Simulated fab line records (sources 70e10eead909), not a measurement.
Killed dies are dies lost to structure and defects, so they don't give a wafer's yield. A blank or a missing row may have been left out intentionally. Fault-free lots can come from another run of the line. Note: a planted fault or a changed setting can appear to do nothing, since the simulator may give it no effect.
A struck lot beside a sound one	flow nand-harc	15 steps out of a route of 1302
Sound: wafers L413.2, L413.5, L413.6. The struck wafers were L420.1, L420.2, L420.5. The cause is named last.
At each step with rows: each side's tool, then ch and its chambers, then its first start. Under that, the readings that differ: sound wafers	struck wafers	difference of the means	sigmas: that difference in standard deviations of wafers without a fault.
alike: readings whose means differ by less than 2 such deviations, and words and numbers that are the same on both sides. not compared: withheld readings, readings that some wafer has no value for, bounds like >300 that may hide the same value, and numbers for which the record gives no deviation and whose values overlap.
A row with sigmas, a row that says differs or no value, or rows on one side alone: a step with any of these is where the two part. Non-overlapping numbers with no deviation appear without sigmas and do not part them. A reading missing from all wafers of one side parts the sides only when that side holds two or more wafers.

NHARC_A_STAIRCASE_ETCH_253: etches the open film in C4F8/O2, target depth 50 nm, time 20.2 s.
  sound on rie-diel-13 ch 1,2, day 19 11:09; struck on rie-diel-11 ch 0,1,2, day 22 22:37
reading	sound	struck	difference	sigmas
oes-product-au (a.u.)	0.964 0.970 0.990	0.912 0.914 0.923	-0.058	-3
  alike: chamber-pressure-mTorr, rf-vpp-V
  not compared: rf-hours-counter-h
NHARC_A_STAIRCASE_STRIP_254: strips in O2.
  sound on plasma-asher-01 ch 0,1, day 19 11:14; struck on plasma-asher-02 ch 0,1, day 22 22:49
  alike: drypump-motor-current-A, heater-power-w
  not compared: rf-hours-counter-h
then, 3 steps without rows for these wafers: NHARC_A_STAIRCASE_STRIP_255 (strips in SPM, time 900 s); NHARC_A_STAIRCASE_PRECLEAN_256 (cleans in SC1); NHARC_A_STAIRCASE_SRD_257.
NHARC_A_STAIRCASE_HM_DEP_456: deposits aC, target thk 3100 nm.
  sound on acl-dep-02 ch 0, day 19 12:45; struck on acl-dep-03 ch 0, day 23 01:26
  alike: throttle-valve-pct
NHARC_A_STAIRCASE_DEP_259: deposits SiON, target thk 30 nm.
  sound on pecvd-03 ch 0,2, day 19 14:22; struck on pecvd-02 ch 0,1,2, day 23 03:20
  alike: heater-power-w
then, 5 steps without rows for these wafers: NHARC_A_STAIRCASE_DEHYDRATE_260 (time 120 s); NHARC_A_STAIRCASE_HMDS_261 (time 30 s); NHARC_A_STAIRCASE_COAT_262; NHARC_A_STAIRCASE_SOFTBAKE_263 (time 170 s); NHARC_A_STAIRCASE_EBR_264.
NHARC_A_STAIRCASE_EXPOSE_265: exposes mask CHOP 200.
  sound on krf-scanner-01 ch 0, day 19 14:56; struck on krf-scanner-04 ch 0, day 23 03:55
reading	sound	struck	difference	sigmas
exposure-dose-mJ-cm2	24.990 24.989 24.986	32.705 32.704 32.719	+7.721	+99 or more
  alike: mask, focus-offset-nm
then, 1 step without rows for these wafers: NHARC_A_STAIRCASE_PEB_266 (peb time 130 s).
-- the record jumps here: 9 days lie between the struck wafers' starts before and after (it left off in module A_STAIRCASE and takes up again in module END, whose first step shown is number 1302 of the route) --
NHARC_END_SORT_01:
  only the struck wafers appear in the record here, on prober-01 ch 0 at day 31 21:47; the sound ones have no rows

## WHERE THEY PART
First at NHARC_A_STAIRCASE_ETCH_253; last, within this record, at NHARC_END_SORT_01.

WHY: what the simulator had put in
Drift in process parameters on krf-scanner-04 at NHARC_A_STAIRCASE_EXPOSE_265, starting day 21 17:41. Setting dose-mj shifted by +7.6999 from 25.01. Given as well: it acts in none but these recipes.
